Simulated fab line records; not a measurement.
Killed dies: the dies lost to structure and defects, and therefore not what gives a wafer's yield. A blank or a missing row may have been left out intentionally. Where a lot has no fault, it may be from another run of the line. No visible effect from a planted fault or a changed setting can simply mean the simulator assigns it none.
Chamber matching || flow n5_finfet || 4 sister chambers for N5_BEOL_M12_ETCH_68 on rie_diel-01
The step etches SOC in N2/H2, time 285 s. 16 wafers are shown with their chamber, then 8 later ones without.

== WAFERS WITH THEIR CHAMBER ==
{"wafer": "L078.1", "chamber": 0, "drypump_motor_current_A (A)": 5.5, "throttle_valve_pct (%)": 18.2, "showerhead_plenum_p_Torr (Torr)": 2.48}
{"wafer": "L078.4", "chamber": 1, "drypump_motor_current_A (A)": 5.5, "throttle_valve_pct (%)": 17.4, "showerhead_plenum_p_Torr (Torr)": 2.55}
{"wafer": "L078.5", "chamber": 0, "drypump_motor_current_A (A)": 5.5, "throttle_valve_pct (%)": 18.2, "showerhead_plenum_p_Torr (Torr)": 2.48}
{"wafer": "L075.3", "chamber": 2, "drypump_motor_current_A (A)": 5.9, "throttle_valve_pct (%)": 18.1, "showerhead_plenum_p_Torr (Torr)": 2.63}
{"wafer": "L075.5", "chamber": 2, "drypump_motor_current_A (A)": 5.9, "throttle_valve_pct (%)": 18.2, "showerhead_plenum_p_Torr (Torr)": 2.63}
{"wafer": "L075.6", "chamber": 1, "drypump_motor_current_A (A)": 5.5, "throttle_valve_pct (%)": 17.4, "showerhead_plenum_p_Torr (Torr)": 2.55}
{"wafer": "L081.1", "chamber": 3, "drypump_motor_current_A (A)": 6.1, "throttle_valve_pct (%)": 17.3, "showerhead_plenum_p_Torr (Torr)": 2.48}
{"wafer": "L081.2", "chamber": 0, "drypump_motor_current_A (A)": 5.5, "throttle_valve_pct (%)": 18.2, "showerhead_plenum_p_Torr (Torr)": 2.47}
{"wafer": "L081.5", "chamber": 1, "drypump_motor_current_A (A)": 5.5, "throttle_valve_pct (%)": 17.5, "showerhead_plenum_p_Torr (Torr)": 2.54}
{"wafer": "L085.2", "chamber": 2, "drypump_motor_current_A (A)": 5.9, "throttle_valve_pct (%)": 18.2, "showerhead_plenum_p_Torr (Torr)": 2.62}
{"wafer": "L085.5", "chamber": 2, "drypump_motor_current_A (A)": 5.9, "throttle_valve_pct (%)": 18.2, "showerhead_plenum_p_Torr (Torr)": 2.62}
{"wafer": "L085.6", "chamber": 3, "drypump_motor_current_A (A)": 6.1, "throttle_valve_pct (%)": 17.3, "showerhead_plenum_p_Torr (Torr)": 2.47}
{"wafer": "L086.1", "chamber": 2, "drypump_motor_current_A (A)": 5.9, "throttle_valve_pct (%)": 18.2, "showerhead_plenum_p_Torr (Torr)": 2.62}
{"wafer": "L086.3", "chamber": 0, "drypump_motor_current_A (A)": 5.4, "throttle_valve_pct (%)": 18.2, "showerhead_plenum_p_Torr (Torr)": 2.47}
{"wafer": "L086.4", "chamber": 3, "drypump_motor_current_A (A)": 6.1, "throttle_valve_pct (%)": 17.3, "showerhead_plenum_p_Torr (Torr)": 2.47}
{"wafer": "L091.1", "chamber": 0, "drypump_motor_current_A (A)": 5.4, "throttle_valve_pct (%)": 18.3, "showerhead_plenum_p_Torr (Torr)": 2.47}

SIGNATURES (means of the wafers above)
{"reading": "drypump_motor_current_A", "chamber 0": 5.460, "chamber 1": 5.500, "chamber 2": 5.900, "chamber 3": 6.100, "scatter within a chamber": 0.0316}
{"reading": "throttle_valve_pct", "chamber 0": 18.220, "chamber 1": 17.433, "chamber 2": 18.180, "chamber 3": 17.300, "scatter within a chamber": 0.0435}
{"reading": "showerhead_plenum_p_Torr", "chamber 0": 2.4740, "chamber 1": 2.5467, "chamber 2": 2.6240, "chamber 3": 2.4733, "scatter within a chamber": 0.00558}
Rule: a wafer's distance from a chamber is the root of the sum, over the readings, of the square of ((its reading less the chamber's mean) divided by the reading's scatter). If the next closest chamber is less than 2 further off than the closest, the wafer can't be placed; otherwise it belongs to the closest. The scatter: take each reading less its chamber's mean, square it, sum over the shown wafers, divide by the number of wafers less the number of chambers, and take the root.

== WAFERS WITH NO CHAMBER GIVEN ==
{"wafer": "L091.4", "drypump_motor_current_A (A)": 5.5, "throttle_valve_pct (%)": 17.5, "showerhead_plenum_p_Torr (Torr)": 2.53}
{"wafer": "L091.5", "drypump_motor_current_A (A)": 5.5, "throttle_valve_pct (%)": 18.3, "showerhead_plenum_p_Torr (Torr)": 2.47}
{"wafer": "L096.1", "drypump_motor_current_A (A)": 5.5, "throttle_valve_pct (%)": 17.5, "showerhead_plenum_p_Torr (Torr)": 2.53}
{"wafer": "L096.3", "drypump_motor_current_A (A)": 5.5, "throttle_valve_pct (%)": 18.3, "showerhead_plenum_p_Torr (Torr)": 2.47}
{"wafer": "L096.5", "drypump_motor_current_A (A)": 5.5, "throttle_valve_pct (%)": 17.5, "showerhead_plenum_p_Torr (Torr)": 2.53}
{"wafer": "L094.1", "drypump_motor_current_A (A)": 5.9, "throttle_valve_pct (%)": 17.7, "showerhead_plenum_p_Torr (Torr)": 2.62}
{"wafer": "L094.5", "drypump_motor_current_A (A)": 5.5, "throttle_valve_pct (%)": 17.5, "showerhead_plenum_p_Torr (Torr)": 2.53}
{"wafer": "L094.6", "drypump_motor_current_A (A)": 5.5, "throttle_valve_pct (%)": 18.3, "showerhead_plenum_p_Torr (Torr)": 2.46}

== THE CHAMBER EACH PASSED THROUGH ==
{"wafer": "L091.4", "from the rows above": 1, "in truth": 1}
{"wafer": "L091.5", "from the rows above": 0, "in truth": 0}
{"wafer": "L096.1", "from the rows above": 1, "in truth": 1}
{"wafer": "L096.3", "from the rows above": 0, "in truth": 0}
{"wafer": "L096.5", "from the rows above": 1, "in truth": 1}
{"wafer": "L094.1", "from the rows above": 2, "in truth": 2}
{"wafer": "L094.5", "from the rows above": 1, "in truth": 1}
{"wafer": "L094.6", "from the rows above": 0, "in truth": 0}
Correct placement for 8 of the 8. From these rows, 0 cannot be placed. Number placed wrongly: 0.
